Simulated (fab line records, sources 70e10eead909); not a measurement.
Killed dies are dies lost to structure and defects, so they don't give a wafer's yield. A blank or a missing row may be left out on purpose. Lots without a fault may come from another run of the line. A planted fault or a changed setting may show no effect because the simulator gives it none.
A struck lot beside a sound one | flow nand_harc | 18 steps out of a route of 1159
Sound: wafers L656.1, L656.3, L656.4. Struck: wafers L666.1, L666.2, L666.4. The cause comes at the end.
At each step with rows: each side's tool, then ch and its chambers, then its first start. Under that, the readings that differ: sound wafers | struck wafers | difference of the means | sigmas: that difference in standard deviations of wafers without a fault.
alike: readings whose means differ by less than 2 such deviations, and words and numbers that are the same on both sides. not compared: withheld readings, readings that some wafer has no value for, bounds like >300 that may hide the same value, and numbers for which the record gives no deviation and whose values overlap.
The two part at a step that has a row with sigmas, a row that says differs or no value, or rows on one side only. Numbers that don't overlap but have no deviation are shown without sigmas and don't part them. A reading that every wafer of one side lacks parts them only if that side has two wafers or more.

first, 1 step without rows for these wafers: NHARC_A_SGD_CUT_ETCH_26 (etches SiO2 in dHF, target depth 45.8 nm).
NHARC_A_SGD_CUT_ETCHBACK_24: etches the open film in CH3F/O2, target depth 50 nm, time 92.857 s.
  sound on rie_diel-02 ch 1,2,3, day 14 09:17; struck on rie_diel-04 ch 1,2,3, day 17 06:46
  alike: chamber_pressure_mTorr, drypump_motor_current_A, oes_product_au, rf_vpp_V, showerhead_plenum_p_Torr, throttle_valve_pct
  not compared: rf_hours_counter_h
NHARC_A_SGD_CUT_STRIP_28: strips in O2, time 20 s.
  sound on rie_diel-02 ch 0,1,2; struck on rie_diel-04 ch 1,2,3, day 17 06:55
  alike: chamber_pressure_mTorr, drypump_motor_current_A, oes_product_au, rf_vpp_V, showerhead_plenum_p_Torr, throttle_valve_pct
  not compared: rf_hours_counter_h
NHARC_A_SGD_CUT_INSPECT_25:
  sound on defect_inspect-01, day 14 09:32; struck on defect_inspect-01, day 17 07:01
  alike: raw_defect_count
NHARC_A_SLIT_DEP_25: deposits SiO2, target thk 200 nm.
  sound on pecvd-04 ch 1,2, day 14 09:36; struck on pecvd-04 ch 0,1, day 17 07:07
  alike: heater_power_w, throttle_valve_pct
  not compared: since_wet_clean_h
NHARC_A_SLIT_DEP_00: deposits aC, target thk 3200 nm.
  sound on acl_dep-02 ch 0, day 14 10:40; struck on acl_dep-03 ch 0, day 17 07:56
  alike: throttle_valve_pct
NHARC_A_SLIT_DEP_23: deposits SiON, target thk 100 nm.
  sound on pecvd-01 ch 0,1,2, day 14 12:43; struck on pecvd-01 ch 1,2, day 17 09:59
  alike: heater_power_w
  not compared: since_wet_clean_h
then, 5 steps without rows for these wafers: NHARC_A_SLIT_DEHYDRATE_01 (time 120 s); NHARC_A_SLIT_HMDS_02 (time 30 s); NHARC_A_SLIT_COAT_03 (resist thk 90 nm); NHARC_A_SLIT_SOFTBAKE_04 (time 55 s); NHARC_A_SLIT_EBR_05.
NHARC_A_SLIT_EXPOSE_06: exposes mask SLIT.
  sound on arfi_scanner-01 ch 0, day 14 13:15; struck on arfi_scanner-03 ch 0, day 17 10:23
  reading              | sound             | struck            | difference | sigmas
  exposure_dose_mJ_cm2 | 60.88 60.88 60.84 | 42.02 42.06 42.02 | -18.83     | -99 or more
  alike: mask, focus_offset_nm
then, 2 steps without rows for these wafers: NHARC_A_SLIT_PEB_07 (peb time 65 s); NHARC_A_SLIT_DEVELOP_08 (develop time 35 s).
NHARC_A_SLIT_CD_MEAS_09: target cd 300 nm.
  sound on cd_sem-03 ch 0, day 14 13:23; struck on cd_sem-01 ch 0, day 17 10:32
  reading    | sound             | struck            | difference | sigmas
  cd_nm (nm) | 299.6 299.8 299.6 | 285.0 284.8 285.5 | -14.6      | -25
NHARC_A_SLIT_OVL_MEAS_10:
  sound on overlay-02, day 14 13:29; struck on overlay-01, day 17 10:37
  reading           | sound          | struck      | difference | sigmas
  overlay_x_nm (nm) | -1.0 -0.3 -0.7 | 1.6 1.2 2.0 | +2.3       | +3
  alike: overlay_y_nm
then, 1 step without rows for these wafers: NHARC_END_SORT_01.

WHERE THEY PART
First at NHARC_A_SLIT_EXPOSE_06; last, within this record, at NHARC_A_SLIT_OVL_MEAS_10.

WHY: what the simulator had put in
Process parameter drift: arfi_scanner-03, from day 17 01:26 on, at NHARC_A_SLIT_EXPOSE_06. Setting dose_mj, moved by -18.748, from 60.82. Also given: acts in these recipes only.
